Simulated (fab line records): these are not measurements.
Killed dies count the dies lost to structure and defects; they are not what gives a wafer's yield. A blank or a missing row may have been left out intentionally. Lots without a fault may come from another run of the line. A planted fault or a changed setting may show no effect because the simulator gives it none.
The same fault as seen by 2 desks | flow n5Finfet | each desk has only its own numbers; what lay behind them comes last

## TOOL OWNER'S DESK, rieDiel-01
The tool's own readings at N5_BEOL_M3_ETCH_70 (etches SOC in N2/H2, target depth 80 nm, overetch 16 nm, time 120 s): means of the sampled wafers that have a number, for each lot that ran on this tool. Any lot whose mean is over 4 standard deviations away from the usual mean is out of limits and marked OUT; that distance is given in the brackets.
Columns: A = drypumpMotorCurrentA at N5_BEOL_M3_ETCH_70, usual 5.7 A; B = h2FlowSccm at N5_BEOL_M3_ETCH_70, usual 200.1 sccm; C = oesProductAu at N5_BEOL_M3_ETCH_70, usual 0.60 a.u.; D = rfVppV at N5_BEOL_M3_ETCH_70, usual 524.1 V; E = runLengthS at N5_BEOL_M3_ETCH_70, usual 143.1 s; F = showerheadPlenumPTorr at N5_BEOL_M3_ETCH_70, usual 2.54 Torr; G = throttleValvePct at N5_BEOL_M3_ETCH_70, usual 17.80 %
lot  | first seen here | A   | B     | C    | D     | E               | F    | G
L603 | day 9 04:58     | 5.8 | 200.1 | 0.61 | 525.5 | 142.9           | 2.61 | 17.65
L605 | day 9 11:27     | 5.8 | 199.5 | 0.61 | 523.5 | 142.6           | 2.52 | 17.75
L607 | day 9 23:26     | 5.9 | 200.1 | 0.73 | 523.1 | 121.4 (-45) OUT | 2.51 | 17.74
L608 | day 10 04:35    | 6.0 | 201.0 | 0.71 | 524.0 | 121.6 (-45) OUT | 2.51 | 17.73
L619 | day 13 07:37    | 6.0 | 200.1 | 0.60 | 524.0 | 142.6           | 2.54 | 17.70
This desk finds L607, L608 out of limits, L607 being first, at day 9 23:26 (runLengthS at N5_BEOL_M3_ETCH_70). Within limits: L603, L605, L619.

## AT THE METROLOGY DESK
What the gauges read, lot by lot, whatever tool the lot ran on: means of the sampled wafers that have a number. Any lot whose mean is over 4 standard deviations away from the usual mean is out of limits and marked OUT; that distance is given in the brackets. Of its 11 readings 7 are shown: those that lie furthest out on some lot.
Columns: A = cdNm at N5_BEOL_M3_CD_MEAS_28, usual 25.74 nm; B = DIBL_N at N5_BEOL_M4_RC_MEAS_101, usual 36.5 mV/V; C = IOFF_N at N5_BEOL_M4_RC_MEAS_101, usual 0.17 nA/um; D = ION_N at N5_BEOL_M4_RC_MEAS_101, usual 677 uA/um; E = ION_P at N5_BEOL_M4_RC_MEAS_101, usual 463 uA/um; F = SS_N at N5_BEOL_M4_RC_MEAS_101, usual 71.6 mV/dec; G = VT_P at N5_BEOL_M4_RC_MEAS_101, usual -250 mV
lot  | first seen here | A     | B    | C    | D   | E   | F    | G
L603 | day 8 18:56     | 25.87 | 34.9 | 0.14 | 673 | 465 | 71.0 | -252
L604 | day 9 03:21     | 25.79 | 35.4 | 0.14 | 673 | 460 | 71.1 | -250
L605 | day 9 10:47     | 26.11 | 35.5 | 0.16 | 677 | 463 | 70.9 | -251
L607 | day 9 20:38     | 25.75 | 36.9 | 0.19 | 676 | 453 | 71.8 | -252
L608 | day 10 02:13    | 25.80 | 37.0 | 0.17 | 678 | 461 | 71.7 | -252
L615 | day 11 11:06    | 25.90 | 37.4 | 0.16 | 673 | 463 | 72.1 | -250
L618 | day 12 19:55    | 25.80 | 34.7 | 0.14 | 656 | 460 | 71.2 | -250
L620 | day 12 23:44    | 25.72 | 38.5 | 0.18 | 667 | 461 | 72.4 | -248
L619 | day 13 01:55    | 25.91 | 37.0 | 0.18 | 681 | 471 | 71.9 | -246
This desk found nothing out of limits on any of the 9 lots.

## PUT TOGETHER
The tool owner's desk could have raised an alarm at day 9 23:26, on L607, L608.
From the metrology desk's view, nothing was out of limits.
The metrology desk has L607, L608 on record, within its limits.
All the named lots went through N5_BEOL_M3_ETCH_70 on rieDiel-01.

## WHAT WAS PUT IN BY THE SIMULATOR
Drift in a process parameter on rieDiel-01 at N5_BEOL_M3_ETCH_70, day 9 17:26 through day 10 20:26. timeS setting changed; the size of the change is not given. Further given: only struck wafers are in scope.
Lots struck among those shown: L607, L608.
Hours from the fault's start to each desk's first reading out of limits: the tool owner's desk, 6.
